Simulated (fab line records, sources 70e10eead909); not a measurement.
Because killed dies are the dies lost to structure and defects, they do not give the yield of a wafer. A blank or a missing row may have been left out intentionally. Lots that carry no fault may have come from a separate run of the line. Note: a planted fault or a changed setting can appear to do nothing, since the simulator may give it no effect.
What tool caused it? || flow nand harc || 24 lots, 72 wafers sampled, at 6 steps of a route of 1302

== WHAT THE GAUGES SHOWED, per wafer ==
NHARC_P_BONDPAD_CD_MEAS_09: target cd 500 nm. Usual: 499.6 nm for cd nm, sd 2.7.
{"lot": "L074", "measured": "day 7 00:18", "on": "cd sem-01", "cd nm (nm)": "502.3 500.1 496.1", "flag": ""}
{"lot": "L075", "measured": "day 7 01:46", "on": "cd sem-03", "cd nm (nm)": "500.7 499.6 503.9", "flag": ""}
{"lot": "L076", "measured": "day 7 19:52", "on": "cd sem-03", "cd nm (nm)": "502.1 500.2 503.1", "flag": ""}
{"lot": "L078", "measured": "day 8 08:45", "on": "cd sem-02", "cd nm (nm)": "497.9 503.3 500.9", "flag": ""}
{"lot": "L077", "measured": "day 8 09:23", "on": "cd sem-02", "cd nm (nm)": "502.1 501.0 500.5", "flag": ""}
{"lot": "L079", "measured": "day 8 21:55", "on": "cd sem-02", "cd nm (nm)": "503.3 501.3 502.9", "flag": ""}
{"lot": "L081", "measured": "day 9 11:09", "on": "cd sem-02", "cd nm (nm)": "495.9 497.4 495.4", "flag": ""}
{"lot": "L080", "measured": "day 9 13:24", "on": "cd sem-02", "cd nm (nm)": "499.1 492.3 494.7", "flag": ""}
{"lot": "L082", "measured": "day 10 02:47", "on": "cd sem-01", "cd nm (nm)": "500.5 502.9 495.3", "flag": ""}
{"lot": "L083", "measured": "day 10 09:19", "on": "cd sem-03", "cd nm (nm)": "502.4 498.4 500.5", "flag": ""}
{"lot": "L084", "measured": "day 11 03:18", "on": "cd sem-03", "cd nm (nm)": "498.4 496.8 503.0", "flag": ""}
{"lot": "L085", "measured": "day 11 09:40", "on": "cd sem-01", "cd nm (nm)": "497.7 499.8 505.5", "flag": ""}
{"lot": "L086", "measured": "day 11 10:17", "on": "cd sem-02", "cd nm (nm)": "497.4 497.2 496.9", "flag": ""}
{"lot": "L087", "measured": "day 12 12:31", "on": "cd sem-02", "cd nm (nm)": "503.7 503.5 504.3", "flag": ""}
{"lot": "L088", "measured": "day 12 13:34", "on": "cd sem-01", "cd nm (nm)": "499.9 500.8 495.7", "flag": ""}
{"lot": "L089", "measured": "day 12 18:04", "on": "cd sem-02", "cd nm (nm)": "498.8 499.3 503.0", "flag": ""}
{"lot": "L090", "measured": "day 13 09:18", "on": "cd sem-03", "cd nm (nm)": "502.7 501.9 502.1", "flag": ""}
{"lot": "L091", "measured": "day 13 19:24", "on": "cd sem-02", "cd nm (nm)": "500.7 496.4 501.5", "flag": ""}
{"lot": "L092", "measured": "day 14 16:23", "on": "cd sem-02", "cd nm (nm)": "499.9 501.0 501.2", "flag": ""}
{"lot": "L093", "measured": "day 14 20:43", "on": "cd sem-02", "cd nm (nm)": "498.7 500.3 498.8", "flag": ""}
{"lot": "L094", "measured": "day 15 00:05", "on": "cd sem-02", "cd nm (nm)": "500.6 505.1 498.8", "flag": ""}
{"lot": "L095", "measured": "day 15 15:14", "on": "cd sem-01", "cd nm (nm)": "497.9 499.6 494.6", "flag": ""}
{"lot": "L096", "measured": "day 15 19:48", "on": "cd sem-02", "cd nm (nm)": "497.2 502.0 496.4", "flag": ""}
{"lot": "L097", "measured": "day 16 00:05", "on": "cd sem-02", "cd nm (nm)": "499.0 499.7 503.4", "flag": ""}

NHARC_P_BONDPAD_CD_MEAS_13. Usual: 499.1 nm for cd nm, sd 2.9.
{"lot": "L074", "measured": "day 7 00:50", "on": "cd sem-02", "cd nm (nm)": "502.0 500.5 495.8", "flag": ""}
{"lot": "L075", "measured": "day 7 02:17", "on": "cd sem-03", "cd nm (nm)": "501.1 499.0 503.8", "flag": ""}
{"lot": "L076", "measured": "day 7 20:23", "on": "cd sem-01", "cd nm (nm)": "502.4 498.7 503.8", "flag": ""}
{"lot": "L078", "measured": "day 8 09:17", "on": "cd sem-03", "cd nm (nm)": "498.2 503.2 500.5", "flag": ""}
{"lot": "L077", "measured": "day 8 09:55", "on": "cd sem-03", "cd nm (nm)": "501.0 502.5 502.1", "flag": ""}
{"lot": "L079", "measured": "day 8 22:26", "on": "cd sem-01", "cd nm (nm)": "503.8 500.9 503.6", "flag": ""}
{"lot": "L081", "measured": "day 9 11:41", "on": "cd sem-01", "cd nm (nm)": "495.5 497.6 494.7", "flag": ""}
{"lot": "L080", "measured": "day 9 13:55", "on": "cd sem-03", "cd nm (nm)": "500.0 492.7 495.3", "flag": ""}
{"lot": "L082", "measured": "day 10 03:22", "on": "cd sem-03", "cd nm (nm)": "499.7 501.9 494.1", "flag": ""}
{"lot": "L083", "measured": "day 10 09:53", "on": "cd sem-02", "cd nm (nm)": "500.3 498.6 500.2", "flag": ""}
{"lot": "L084", "measured": "day 11 03:49", "on": "cd sem-03", "cd nm (nm)": "497.2 497.2 503.1", "flag": ""}
{"lot": "L085", "measured": "day 11 10:11", "on": "cd sem-03", "cd nm (nm)": "495.7 498.9 504.3", "flag": ""}
{"lot": "L086", "measured": "day 11 10:49", "on": "cd sem-03", "cd nm (nm)": "497.4 497.0 496.4", "flag": ""}
{"lot": "L087", "measured": "day 12 13:05", "on": "cd sem-01", "cd nm (nm)": "502.2 503.4 503.9", "flag": ""}
{"lot": "L088", "measured": "day 12 14:09", "on": "cd sem-03", "cd nm (nm)": "499.5 500.0 496.0", "flag": ""}
{"lot": "L089", "measured": "day 12 18:35", "on": "cd sem-02", "cd nm (nm)": "498.0 499.9 502.1", "flag": ""}
{"lot": "L090", "measured": "day 13 09:53", "on": "cd sem-01", "cd nm (nm)": "501.9 500.3 501.5", "flag": ""}
{"lot": "L091", "measured": "day 13 19:56", "on": "cd sem-03", "cd nm (nm)": "502.3 495.2 500.9", "flag": ""}
{"lot": "L092", "measured": "day 14 16:58", "on": "cd sem-01", "cd nm (nm)": "497.9 500.5 499.7", "flag": ""}
{"lot": "L093", "measured": "day 14 21:17", "on": "cd sem-01", "cd nm (nm)": "496.9 498.8 497.4", "flag": ""}
{"lot": "L094", "measured": "day 15 00:40", "on": "cd sem-01", "cd nm (nm)": "501.5 503.6 499.0", "flag": ""}
{"lot": "L095", "measured": "day 15 15:46", "on": "cd sem-03", "cd nm (nm)": "496.8 499.6 493.8", "flag": ""}
{"lot": "L096", "measured": "day 15 20:20", "on": "cd sem-01", "cd nm (nm)": "496.6 502.9 495.7", "flag": ""}
{"lot": "L097", "measured": "day 16 00:37", "on": "cd sem-02", "cd nm (nm)": "499.4 501.8 503.6", "flag": ""}

== WHICH TOOL RAN EACH LOT (tool, then ch and the chambers of the sampled wafers, then the start) ==
{"lot": "L074", "NHARC_P_M0_DEGAS_28": "pvd sputter-01, day 6 12:42", "NHARC_P_M0_CMP_23": "cmp-04 ch 0,3, day 6 13:49", "NHARC_P_M1_STRIP_18": "rie diel-10 ch 0,1,2, day 6 16:07", "NHARC_P_M2_DEGAS_29": "pvd sputter-01, day 6 20:55"}
{"lot": "L075", "NHARC_P_M0_DEGAS_28": "pvd sputter-03, day 6 13:49", "NHARC_P_M0_CMP_23": "cmp-02 ch 0,1,3, day 6 14:56", "NHARC_P_M1_STRIP_18": "rie diel-03 ch 1,2, day 6 17:22", "NHARC_P_M2_DEGAS_29": "pvd sputter-02, day 6 22:28"}
{"lot": "L076", "NHARC_P_M0_DEGAS_28": "pvd sputter-01, day 7 07:59", "NHARC_P_M0_CMP_23": "cmp-04 ch 0,1,3, day 7 09:28", "NHARC_P_M1_STRIP_18": "rie diel-03 ch 0,2,3, day 7 11:44", "NHARC_P_M2_DEGAS_29": "pvd sputter-01, day 7 16:31"}
{"lot": "L078", "NHARC_P_M0_DEGAS_28": "pvd sputter-01, day 7 21:19", "NHARC_P_M0_CMP_23": "cmp-02 ch 1,2,3, day 7 22:31", "NHARC_P_M1_STRIP_18": "rie diel-03 ch 2,3, day 8 00:44", "NHARC_P_M2_DEGAS_29": "pvd sputter-01, day 8 05:33"}
{"lot": "L077", "NHARC_P_M0_DEGAS_28": "pvd sputter-02, day 7 21:26", "NHARC_P_M0_CMP_23": "cmp-03 ch 0,1, day 7 22:44", "NHARC_P_M1_STRIP_18": "rie diel-10 ch 0,1,2, day 8 01:15", "NHARC_P_M2_DEGAS_29": "pvd sputter-02, day 8 06:11"}
{"lot": "L079", "NHARC_P_M0_DEGAS_28": "pvd sputter-01, day 8 10:11", "NHARC_P_M0_CMP_23": "cmp-03 ch 1,2,3, day 8 11:19", "NHARC_P_M1_STRIP_18": "rie diel-10 ch 0,1,2, day 8 13:38", "NHARC_P_M2_DEGAS_29": "pvd sputter-03, day 8 18:30"}
{"lot": "L081", "NHARC_P_M0_DEGAS_28": "pvd sputter-03, day 8 23:08", "NHARC_P_M0_CMP_23": "cmp-04 ch 0,1,2, day 9 00:26", "NHARC_P_M1_STRIP_18": "rie diel-10 ch 0,1, day 9 02:50", "NHARC_P_M2_DEGAS_29": "pvd sputter-02, day 9 07:35"}
{"lot": "L080", "NHARC_P_M0_DEGAS_28": "pvd sputter-01, day 9 01:34", "NHARC_P_M0_CMP_23": "cmp-02 ch 1,3, day 9 02:40", "NHARC_P_M1_STRIP_18": "rie diel-04 ch 2,3, day 9 05:03", "NHARC_P_M2_DEGAS_29": "pvd sputter-03, day 9 09:56"}
{"lot": "L082", "NHARC_P_M0_DEGAS_28": "pvd sputter-03, day 9 14:51", "NHARC_P_M0_CMP_23": "cmp-02 ch 0,2,3, day 9 16:01", "NHARC_P_M1_STRIP_18": "rie diel-10 ch 0,2, day 9 18:23", "NHARC_P_M2_DEGAS_29": "pvd sputter-03, day 9 23:17"}
{"lot": "L083", "NHARC_P_M0_DEGAS_28": "pvd sputter-03, day 9 21:52", "NHARC_P_M0_CMP_23": "cmp-04 ch 2,3, day 9 22:56", "NHARC_P_M1_STRIP_18": "rie diel-04 ch 1,2,3, day 10 01:17", "NHARC_P_M2_DEGAS_29": "pvd sputter-03, day 10 06:07"}
{"lot": "L084", "NHARC_P_M0_DEGAS_28": "pvd sputter-02, day 10 15:32", "NHARC_P_M0_CMP_23": "cmp-04 ch 0,1,2, day 10 16:39", "NHARC_P_M1_STRIP_18": "rie diel-03 ch 0,3, day 10 19:11", "NHARC_P_M2_DEGAS_29": "pvd sputter-03, day 10 23:56"}
{"lot": "L085", "NHARC_P_M0_DEGAS_28": "pvd sputter-02, day 10 22:05", "NHARC_P_M0_CMP_23": "cmp-02 ch 0,2,3, day 10 23:12", "NHARC_P_M1_STRIP_18": "rie diel-03 ch 0,1,3, day 11 01:34", "NHARC_P_M2_DEGAS_29": "pvd sputter-01, day 11 06:20"}
{"lot": "L086", "NHARC_P_M0_DEGAS_28": "pvd sputter-01, day 10 22:32", "NHARC_P_M0_CMP_23": "cmp-04 ch 1,2, day 10 23:37", "NHARC_P_M1_STRIP_18": "rie diel-03 ch 0,1, day 11 02:05", "NHARC_P_M2_DEGAS_29": "pvd sputter-03, day 11 06:56"}
{"lot": "L087", "NHARC_P_M0_DEGAS_28": "pvd sputter-02, day 12 00:35", "NHARC_P_M0_CMP_23": "cmp-02 ch 0,1,2, day 12 01:46", "NHARC_P_M1_STRIP_18": "rie diel-03 ch 0,1,2, day 12 04:11", "NHARC_P_M2_DEGAS_29": "pvd sputter-03, day 12 09:11"}
{"lot": "L088", "NHARC_P_M0_DEGAS_28": "pvd sputter-01, day 12 01:37", "NHARC_P_M0_CMP_23": "cmp-03 ch 1,2,3, day 12 02:42", "NHARC_P_M1_STRIP_18": "rie diel-04 ch 0,1,2, day 12 05:08", "NHARC_P_M2_DEGAS_29": "pvd sputter-03, day 12 10:16"}
{"lot": "L089", "NHARC_P_M0_DEGAS_28": "pvd sputter-03, day 12 05:46", "NHARC_P_M0_CMP_23": "cmp-04 ch 0,2,3, day 12 06:50", "NHARC_P_M1_STRIP_18": "rie diel-03 ch 1,2,3, day 12 09:39", "NHARC_P_M2_DEGAS_29": "pvd sputter-01, day 12 14:42"}
{"lot": "L090", "NHARC_P_M0_DEGAS_28": "pvd sputter-01, day 12 21:49", "NHARC_P_M0_CMP_23": "cmp-02 ch 0,2,3, day 12 22:56", "NHARC_P_M1_STRIP_18": "rie diel-10 ch 1,2,3, day 13 01:12", "NHARC_P_M2_DEGAS_29": "pvd sputter-02, day 13 05:55"}
{"lot": "L091", "NHARC_P_M0_DEGAS_28": "pvd sputter-02, day 13 07:48", "NHARC_P_M0_CMP_23": "cmp-03 ch 0,1,3, day 13 08:59", "NHARC_P_M1_STRIP_18": "rie diel-03 ch 1,2, day 13 11:13", "NHARC_P_M2_DEGAS_29": "pvd sputter-01, day 13 16:04"}
{"lot": "L092", "NHARC_P_M0_DEGAS_28": "pvd sputter-03, day 14 04:40", "NHARC_P_M0_CMP_23": "cmp-02 ch 1,2, day 14 05:45", "NHARC_P_M1_STRIP_18": "rie diel-04 ch 0,2,3, day 14 08:12", "NHARC_P_M2_DEGAS_29": "pvd sputter-02, day 14 13:05"}
{"lot": "L093", "NHARC_P_M0_DEGAS_28": "pvd sputter-02, day 14 08:58", "NHARC_P_M0_CMP_23": "cmp-03 ch 0,1,2, day 14 10:05", "NHARC_P_M1_STRIP_18": "rie diel-03 ch 0,3, day 14 12:25", "NHARC_P_M2_DEGAS_29": "pvd sputter-02, day 14 17:14"}
{"lot": "L094", "NHARC_P_M0_DEGAS_28": "pvd sputter-03, day 14 12:23", "NHARC_P_M0_CMP_23": "cmp-02 ch 0,1,2, day 14 13:35", "NHARC_P_M1_STRIP_18": "rie diel-10 ch 1,3, day 14 15:59", "NHARC_P_M2_DEGAS_29": "pvd sputter-02, day 14 20:44"}
{"lot": "L095", "NHARC_P_M0_DEGAS_28": "pvd sputter-02, day 15 03:39", "NHARC_P_M0_CMP_23": "cmp-04 ch 1,2,3, day 15 04:49", "NHARC_P_M1_STRIP_18": "rie diel-03 ch 1,2, day 15 07:06", "NHARC_P_M2_DEGAS_29": "pvd sputter-02, day 15 12:02"}
{"lot": "L096", "NHARC_P_M0_DEGAS_28": "pvd sputter-01, day 15 08:02", "NHARC_P_M0_CMP_23": "cmp-03 ch 0,1,3, day 15 09:07", "NHARC_P_M1_STRIP_18": "rie diel-03 ch 0,1,3, day 15 11:41", "NHARC_P_M2_DEGAS_29": "pvd sputter-01, day 15 16:28"}
{"lot": "L097", "NHARC_P_M0_DEGAS_28": "pvd sputter-02, day 15 12:29", "NHARC_P_M0_CMP_23": "cmp-03 ch 0,3, day 15 13:34", "NHARC_P_M1_STRIP_18": "rie diel-03 ch 0,1,2, day 15 16:02", "NHARC_P_M2_DEGAS_29": "pvd sputter-02, day 15 20:45"}
- NHARC_P_M0_DEGAS_28: time 60 s.
- NHARC_P_M0_CMP_23: polishes, t overpolish 20 s, target thk 117.54 nm.
- NHARC_P_M1_STRIP_18: strips in N2/H2.
- NHARC_P_M2_DEGAS_29: time 60 s.

== AS READ BY THE TOOLS THEMSELVES (means over the sampled wafers that have a number; for cases with no such wafer, the mark the record gives instead) ==
NHARC_P_M0_DEGAS_28. Usual: 325 W for heater power w, sd 27.
{"lot": "L074", "tool": "pvd sputter-01", "heater power w (W)": 354, "flag": ""}
{"lot": "L075", "tool": "pvd sputter-03", "heater power w (W)": 315, "flag": ""}
{"lot": "L076", "tool": "pvd sputter-01", "heater power w (W)": 312, "flag": ""}
{"lot": "L078", "tool": "pvd sputter-01", "heater power w (W)": 338, "flag": ""}
{"lot": "L077", "tool": "pvd sputter-02", "heater power w (W)": 341, "flag": ""}
{"lot": "L079", "tool": "pvd sputter-01", "heater power w (W)": 340, "flag": ""}
{"lot": "L081", "tool": "pvd sputter-03", "heater power w (W)": 325, "flag": ""}
{"lot": "L080", "tool": "pvd sputter-01", "heater power w (W)": 323, "flag": ""}
{"lot": "L082", "tool": "pvd sputter-03", "heater power w (W)": 345, "flag": ""}
{"lot": "L083", "tool": "pvd sputter-03", "heater power w (W)": 325, "flag": ""}
{"lot": "L084", "tool": "pvd sputter-02", "heater power w (W)": 324, "flag": ""}
{"lot": "L085", "tool": "pvd sputter-02", "heater power w (W)": 337, "flag": ""}
{"lot": "L086", "tool": "pvd sputter-01", "heater power w (W)": 335, "flag": ""}
{"lot": "L087", "tool": "pvd sputter-02", "heater power w (W)": 327, "flag": ""}
{"lot": "L088", "tool": "pvd sputter-01", "heater power w (W)": 319, "flag": ""}
{"lot": "L089", "tool": "pvd sputter-03", "heater power w (W)": 315, "flag": ""}
{"lot": "L090", "tool": "pvd sputter-01", "heater power w (W)": 338, "flag": ""}
{"lot": "L091", "tool": "pvd sputter-02", "heater power w (W)": 326, "flag": ""}
{"lot": "L092", "tool": "pvd sputter-03", "heater power w (W)": 294, "flag": ""}
{"lot": "L093", "tool": "pvd sputter-02", "heater power w (W)": 320, "flag": ""}
{"lot": "L094", "tool": "pvd sputter-03", "heater power w (W)": 317, "flag": ""}
{"lot": "L095", "tool": "pvd sputter-02", "heater power w (W)": 317, "flag": ""}
{"lot": "L096", "tool": "pvd sputter-01", "heater power w (W)": 335, "flag": ""}
{"lot": "L097", "tool": "pvd sputter-02", "heater power w (W)": 313, "flag": ""}

NHARC_P_M0_CMP_23. Usual: motor current A 12.0 A, standard deviation 0.68; time to endpoint s 29.8 s, standard deviation 2.8.
{"lot": "L074", "tool": "cmp-04", "motor current A (A)": 12.1, "time to endpoint s (s)": 32.4, "flag": ""}
{"lot": "L075", "tool": "cmp-02", "motor current A (A)": 12.1, "time to endpoint s (s)": 28.7, "flag": ""}
{"lot": "L076", "tool": "cmp-04", "motor current A (A)": 12.2, "time to endpoint s (s)": 29.9, "flag": ""}
{"lot": "L078", "tool": "cmp-02", "motor current A (A)": 12.3, "time to endpoint s (s)": 30.9, "flag": ""}
{"lot": "L077", "tool": "cmp-03", "motor current A (A)": 11.8, "time to endpoint s (s)": 30.7, "flag": ""}
{"lot": "L079", "tool": "cmp-03", "motor current A (A)": 11.4, "time to endpoint s (s)": 29.8, "flag": ""}
{"lot": "L081", "tool": "cmp-04", "motor current A (A)": 12.5, "time to endpoint s (s)": 31.7, "flag": ""}
{"lot": "L080", "tool": "cmp-02", "motor current A (A)": 12.4, "time to endpoint s (s)": 30.1, "flag": ""}
{"lot": "L082", "tool": "cmp-02", "motor current A (A)": 11.7, "time to endpoint s (s)": 34.7, "flag": ""}
{"lot": "L083", "tool": "cmp-04", "motor current A (A)": 12.0, "time to endpoint s (s)": 32.3, "flag": ""}
{"lot": "L084", "tool": "cmp-04", "motor current A (A)": 12.3, "time to endpoint s (s)": 27.7, "flag": ""}
{"lot": "L085", "tool": "cmp-02", "motor current A (A)": 11.5, "time to endpoint s (s)": 33.2, "flag": ""}
{"lot": "L086", "tool": "cmp-04", "motor current A (A)": 12.7, "time to endpoint s (s)": 27.2, "flag": ""}
{"lot": "L087", "tool": "cmp-02", "motor current A (A)": 11.6, "time to endpoint s (s)": 30.7, "flag": ""}
{"lot": "L088", "tool": "cmp-03", "motor current A (A)": 11.0, "time to endpoint s (s)": 29.1, "flag": ""}
{"lot": "L089", "tool": "cmp-04", "motor current A (A)": 12.3, "time to endpoint s (s)": 28.0, "flag": ""}
{"lot": "L090", "tool": "cmp-02", "motor current A (A)": 11.9, "time to endpoint s (s)": 30.2, "flag": ""}
{"lot": "L091", "tool": "cmp-03", "motor current A (A)": 11.9, "time to endpoint s (s)": 26.8, "flag": ""}
{"lot": "L092", "tool": "cmp-02", "motor current A (A)": 11.9, "time to endpoint s (s)": 28.7, "flag": ""}
{"lot": "L093", "tool": "cmp-03", "motor current A (A)": 11.7, "time to endpoint s (s)": 27.9, "flag": ""}
{"lot": "L094", "tool": "cmp-02", "motor current A (A)": 11.9, "time to endpoint s (s)": 28.6, "flag": ""}
{"lot": "L095", "tool": "cmp-04", "motor current A (A)": 12.2, "time to endpoint s (s)": 29.9, "flag": ""}
{"lot": "L096", "tool": "cmp-03", "motor current A (A)": 11.9, "time to endpoint s (s)": 28.7, "flag": ""}
{"lot": "L097", "tool": "cmp-03", "motor current A (A)": 11.4, "time to endpoint s (s)": 27.5, "flag": ""}

NHARC_P_M1_STRIP_18. Usual: drypump motor current A 5.9 A, standard deviation 0.38; oes product au 1.002 a.u., standard deviation 0.013; rf vpp V 90.6 V, standard deviation 0.88; showerhead plenum p Torr 2.05 Torr, standard deviation 0.084; throttle valve pct 14.171 %, standard deviation 0.0085.
{"lot": "L074", "tool": "rie diel-10", "drypump motor current A (A)": 5.8, "oes product au (a.u.)": 0.993, "rf vpp V (V)": 90.9, "showerhead plenum p Torr (Torr)": 2.06, "throttle valve pct (%)": 14.177, "flag": ""}
{"lot": "L075", "tool": "rie diel-03", "drypump motor current A (A)": 6.4, "oes product au (a.u.)": 0.991, "rf vpp V (V)": 90.7, "showerhead plenum p Torr (Torr)": 2.03, "throttle valve pct (%)": 14.167, "flag": ""}
{"lot": "L076", "tool": "rie diel-03", "drypump motor current A (A)": 5.9, "oes product au (a.u.)": 1.011, "rf vpp V (V)": 90.4, "showerhead plenum p Torr (Torr)": 2.09, "throttle valve pct (%)": 14.176, "flag": ""}
{"lot": "L078", "tool": "rie diel-03", "drypump motor current A (A)": 5.8, "oes product au (a.u.)": 0.995, "rf vpp V (V)": 90.9, "showerhead plenum p Torr (Torr)": 2.10, "throttle valve pct (%)": 14.177, "flag": ""}
{"lot": "L077", "tool": "rie diel-10", "drypump motor current A (A)": 5.8, "oes product au (a.u.)": 1.003, "rf vpp V (V)": 90.4, "showerhead plenum p Torr (Torr)": 2.06, "throttle valve pct (%)": 14.176, "flag": ""}
{"lot": "L079", "tool": "rie diel-10", "drypump motor current A (A)": 5.8, "oes product au (a.u.)": 0.995, "rf vpp V (V)": 90.1, "showerhead plenum p Torr (Torr)": 2.06, "throttle valve pct (%)": 14.171, "flag": ""}
{"lot": "L081", "tool": "rie diel-10", "drypump motor current A (A)": 6.0, "oes product au (a.u.)": 0.996, "rf vpp V (V)": 90.7, "showerhead plenum p Torr (Torr)": 2.04, "throttle valve pct (%)": 14.159, "flag": ""}
{"lot": "L080", "tool": "rie diel-04", "drypump motor current A (A)": 6.0, "oes product au (a.u.)": 1.003, "rf vpp V (V)": 90.4, "showerhead plenum p Torr (Torr)": 1.90, "throttle valve pct (%)": 14.179, "flag": ""}
{"lot": "L082", "tool": "rie diel-10", "drypump motor current A (A)": 6.1, "oes product au (a.u.)": 0.988, "rf vpp V (V)": 89.5, "showerhead plenum p Torr (Torr)": 1.99, "throttle valve pct (%)": 14.166, "flag": ""}
{"lot": "L083", "tool": "rie diel-04", "drypump motor current A (A)": 5.9, "oes product au (a.u.)": 1.005, "rf vpp V (V)": 90.0, "showerhead plenum p Torr (Torr)": 1.91, "throttle valve pct (%)": 14.166, "flag": ""}
{"lot": "L084", "tool": "rie diel-03", "drypump motor current A (A)": 5.6, "oes product au (a.u.)": 1.010, "rf vpp V (V)": 91.5, "showerhead plenum p Torr (Torr)": 2.12, "throttle valve pct (%)": 14.169, "flag": ""}
{"lot": "L085", "tool": "rie diel-03", "drypump motor current A (A)": 5.7, "oes product au (a.u.)": 1.014, "rf vpp V (V)": 90.2, "showerhead plenum p Torr (Torr)": 2.07, "throttle valve pct (%)": 14.170, "flag": ""}
{"lot": "L086", "tool": "rie diel-03", "drypump motor current A (A)": 5.8, "oes product au (a.u.)": 0.998, "rf vpp V (V)": 90.0, "showerhead plenum p Torr (Torr)": 2.03, "throttle valve pct (%)": 14.183, "flag": ""}
{"lot": "L087", "tool": "rie diel-03", "drypump motor current A (A)": 6.1, "oes product au (a.u.)": 1.002, "rf vpp V (V)": 91.0, "showerhead plenum p Torr (Torr)": 2.05, "throttle valve pct (%)": 14.171, "flag": ""}
{"lot": "L088", "tool": "rie diel-04", "drypump motor current A (A)": 5.8, "oes product au (a.u.)": 0.993, "rf vpp V (V)": 89.8, "showerhead plenum p Torr (Torr)": 1.94, "throttle valve pct (%)": 14.172, "flag": ""}
{"lot": "L089", "tool": "rie diel-03", "drypump motor current A (A)": 6.0, "oes product au (a.u.)": 1.007, "rf vpp V (V)": 91.1, "showerhead plenum p Torr (Torr)": 2.05, "throttle valve pct (%)": 14.177, "flag": ""}
{"lot": "L090", "tool": "rie diel-10", "drypump motor current A (A)": 5.7, "oes product au (a.u.)": 1.015, "rf vpp V (V)": 91.1, "showerhead plenum p Torr (Torr)": 2.11, "throttle valve pct (%)": 14.170, "flag": ""}
{"lot": "L091", "tool": "rie diel-03", "drypump motor current A (A)": 6.4, "oes product au (a.u.)": 0.996, "rf vpp V (V)": 90.4, "showerhead plenum p Torr (Torr)": 2.03, "throttle valve pct (%)": 14.171, "flag": ""}
{"lot": "L092", "tool": "rie diel-04", "drypump motor current A (A)": 5.9, "oes product au (a.u.)": 1.002, "rf vpp V (V)": 89.3, "showerhead plenum p Torr (Torr)": 1.93, "throttle valve pct (%)": 14.172, "flag": ""}
{"lot": "L093", "tool": "rie diel-03", "drypump motor current A (A)": 5.6, "oes product au (a.u.)": 1.002, "rf vpp V (V)": 91.1, "showerhead plenum p Torr (Torr)": 2.11, "throttle valve pct (%)": 14.177, "flag": ""}
{"lot": "L094", "tool": "rie diel-10", "drypump motor current A (A)": 5.5, "oes product au (a.u.)": 1.010, "rf vpp V (V)": 91.7, "showerhead plenum p Torr (Torr)": 2.17, "throttle valve pct (%)": 14.173, "flag": ""}
{"lot": "L095", "tool": "rie diel-03", "drypump motor current A (A)": 6.1, "oes product au (a.u.)": 1.006, "rf vpp V (V)": 90.6, "showerhead plenum p Torr (Torr)": 2.01, "throttle valve pct (%)": 14.174, "flag": ""}
{"lot": "L096", "tool": "rie diel-03", "drypump motor current A (A)": 5.7, "oes product au (a.u.)": 1.002, "rf vpp V (V)": 90.0, "showerhead plenum p Torr (Torr)": 2.07, "throttle valve pct (%)": 14.168, "flag": ""}
{"lot": "L097", "tool": "rie diel-03", "drypump motor current A (A)": 6.1, "oes product au (a.u.)": 1.000, "rf vpp V (V)": 90.5, "showerhead plenum p Torr (Torr)": 2.05, "throttle valve pct (%)": 14.164, "flag": ""}

NHARC_P_M2_DEGAS_29. Usual: 322 W for heater power w, sd 26.
{"lot": "L074", "tool": "pvd sputter-01", "heater power w (W)": 310, "flag": ""}
{"lot": "L075", "tool": "pvd sputter-02", "heater power w (W)": 332, "flag": ""}
{"lot": "L076", "tool": "pvd sputter-01", "heater power w (W)": 336, "flag": ""}
{"lot": "L078", "tool": "pvd sputter-01", "heater power w (W)": 336, "flag": ""}
{"lot": "L077", "tool": "pvd sputter-02", "heater power w (W)": 320, "flag": ""}
{"lot": "L079", "tool": "pvd sputter-03", "heater power w (W)": 319, "flag": ""}
{"lot": "L081", "tool": "pvd sputter-02", "heater power w (W)": 325, "flag": ""}
{"lot": "L080", "tool": "pvd sputter-03", "heater power w (W)": 318, "flag": ""}
{"lot": "L082", "tool": "pvd sputter-03", "heater power w (W)": 306, "flag": ""}
{"lot": "L083", "tool": "pvd sputter-03", "heater power w (W)": 302, "flag": ""}
{"lot": "L084", "tool": "pvd sputter-03", "heater power w (W)": 337, "flag": ""}
{"lot": "L085", "tool": "pvd sputter-01", "heater power w (W)": 333, "flag": ""}
{"lot": "L086", "tool": "pvd sputter-03", "heater power w (W)": 299, "flag": ""}
{"lot": "L087", "tool": "pvd sputter-03", "heater power w (W)": 325, "flag": ""}
{"lot": "L088", "tool": "pvd sputter-03", "heater power w (W)": 325, "flag": ""}
{"lot": "L089", "tool": "pvd sputter-01", "heater power w (W)": 310, "flag": ""}
{"lot": "L090", "tool": "pvd sputter-02", "heater power w (W)": 319, "flag": ""}
{"lot": "L091", "tool": "pvd sputter-01", "heater power w (W)": 342, "flag": ""}
{"lot": "L092", "tool": "pvd sputter-02", "heater power w (W)": 315, "flag": ""}
{"lot": "L093", "tool": "pvd sputter-02", "heater power w (W)": 318, "flag": ""}
{"lot": "L094", "tool": "pvd sputter-02", "heater power w (W)": 308, "flag": ""}
{"lot": "L095", "tool": "pvd sputter-02", "heater power w (W)": 327, "flag": ""}
{"lot": "L096", "tool": "pvd sputter-01", "heater power w (W)": 310, "flag": ""}
{"lot": "L097", "tool": "pvd sputter-02", "heater power w (W)": 310, "flag": ""}

== THE ANSWER, worked out from the rows above alone ==
Rule: a lot is off if the mean of its wafers that have a number lies more than 3 standard deviations from the usual mean. A lot without any number at a reading at which 4 lots or more have one is off too. The other lots that the step has rows for count as sound. Order of review: gauges by route order, followed by the tools' own readings, for which a lot's mean as printed above is used. The first step at which some lot is off is used, and at that step the reading that is off furthest; a lot without a number counts as furthest.
None of the lots is off at any reading shown; this tells nothing.

== WHAT THE SIMULATOR HAD PUT IN ==
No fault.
